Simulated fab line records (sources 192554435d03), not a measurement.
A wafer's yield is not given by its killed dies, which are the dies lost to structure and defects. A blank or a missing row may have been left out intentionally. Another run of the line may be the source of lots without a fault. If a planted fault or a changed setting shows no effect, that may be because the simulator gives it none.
Comparing a struck lot with a sound one -- flow n5Finfet -- 14 out of 1938 route steps
Sound: wafers L561.2, L561.3, L561.6. Wafers struck: L570.1, L570.2, L570.3. The cause comes at the end.
For every step that has rows: the tool of each side, followed by ch and its chambers, followed by its first start. Under that, the readings that differ: sound wafers -- struck wafers -- difference of the means -- sigmas: that difference in standard deviations of wafers without a fault.
alike: a reading whose means differ by less than 2 such deviations, as well as words and numbers matching on both sides. not compared: withheld readings; readings where some wafer has no value; bounds like >300 that might hide an equal value; numbers whose values overlap and for which the record gives no deviation.
A row with sigmas, a row that says differs or no value, or rows on one side alone: a step with any of these is where the two part. Numbers that have no deviation but don't overlap get no sigmas and don't part them. A reading missing from all wafers of one side parts the sides only when that side holds two or more wafers.

first, 4 steps without rows for these wafers: N5_BEOL_M9_SOFTBAKE_06 (time 60 s); N5_BEOL_M9_EXPOSE_08 (exposes mask M9); N5_BEOL_M9_PEB_09 (peb time 60 s); N5_BEOL_M9_DEVELOP_10 (develop time 30 s).
N5_BEOL_M9_CD_MEAS_11: the cd target is 64.1 nm.
  sound on cdSem-01 ch 0, day 13 10:13; struck on cdSem-01 ch 0, day 15 20:58
reading,sound,struck,difference,sigmas
cdNm (nm),65.5 65.1 64.9,63.6 63.4 64.7,-1.3,-2
N5_BEOL_M9_OVL_MEAS_12:
  sound on overlay-01 ch 0, day 13 10:15; struck on overlay-02 ch 0, day 15 21:00
  alike: M9_OVL
N5_BEOL_M9_INSPECT_13: inspects for defects (brightfield).
  struck on defectInspect-02, day 15 21:02; sound on defectInspect-02, day 13 10:16
  alike: rawDefectCount
N5_BEOL_M9_DESCUM_16: chemistry O2, time 7.9 s.
  sound on rieDiel-05 ch 0,2,3, day 13 10:28; struck on rieDiel-06 ch 0,2,3, day 15 21:25
  alike: drypumpMotorCurrentA, oesProductAu, rfVppV, showerheadPlenumPTorr, throttleValvePct
  not compared: rfHoursCounterH
N5_BEOL_M9_ETCH_61: etches SiARC in CF4, target depth 39 nm, time 65 s.
  sound on rieDiel-05 ch 0,2,3, day 13 10:31; struck on rieDiel-06 ch 0,2,3, day 15 21:27
  alike: drypumpMotorCurrentA, etchRfOnTimeS, mfcArSccm, oesProductAu, rfVppV, showerheadPlenumPTorr, throttleValvePct
  not compared: rfHoursCounterH
N5_BEOL_M9_ETCH_62: etches SOC in N2/H2, target depth 110 nm, overetch 22 nm, time 165 s.
  sound on rieDiel-05 ch 0,2,3, day 13 10:34; struck on rieDiel-06 ch 0,2,3, day 15 21:30
  alike: drypumpMotorCurrentA, n2FlowSccm, oesProductAu, rfVppV, showerheadPlenumPTorr, throttleValvePct
  not compared: rfHoursCounterH
then, 1 step without rows for these wafers: N5_BEOL_M9_STRIP_68 (strips in N2/H2).
N5_BEOL_M9_STRIP_67: strips in CF4.
  sound on rieDiel-05 ch 0,2,3, day 13 10:42; struck on rieDiel-06 ch 0,2,3, day 15 21:38
  alike: drypumpMotorCurrentA, oesProductAu, rfVppV, showerheadPlenumPTorr, throttleValvePct
  not compared: rfHoursCounterH
N5_BEOL_M9_HM_OPEN_17: chemistry Cl2/BCl3, target TiN, target depth 20 nm, overetch 6 nm.
  sound on rieMetal-03 ch 0, day 13 10:44; struck on rieMetal-02 ch 1, day 15 21:41
reading,sound,struck,difference,sigmas
throttleValvePct (%),22.44 22.42 22.42,21.89 21.89 21.90,-0.53,-3
model.SOC_of_BEOL_M9_COAT_59.thkNm (nm),92 92.4 92.2,87.4 87.4 87.4,-4.8,
  alike: drypumpMotorCurrentA, mfcArSccm, mfcCl2Sccm, oesProductAu
  not compared: rfHoursCounterH
N5_BEOL_M9_STRIP_19: strips in O2.
  sound on rieDiel-02 ch 0,1, day 13 10:56; struck on rieDiel-06 ch 1,2,3, day 15 21:54
  alike: drypumpMotorCurrentA, oesProductAu, rfVppV, showerheadPlenumPTorr, throttleValvePct
  not compared: rfHoursCounterH

== WHERE THEY PART ==
Earliest at N5_BEOL_M9_CD_MEAS_11; latest, in this record, at N5_BEOL_M9_HM_OPEN_17. Later steps at which nothing parts them and some readings are alike: N5_BEOL_M9_STRIP_19.

WHY: what had been put in by the simulator
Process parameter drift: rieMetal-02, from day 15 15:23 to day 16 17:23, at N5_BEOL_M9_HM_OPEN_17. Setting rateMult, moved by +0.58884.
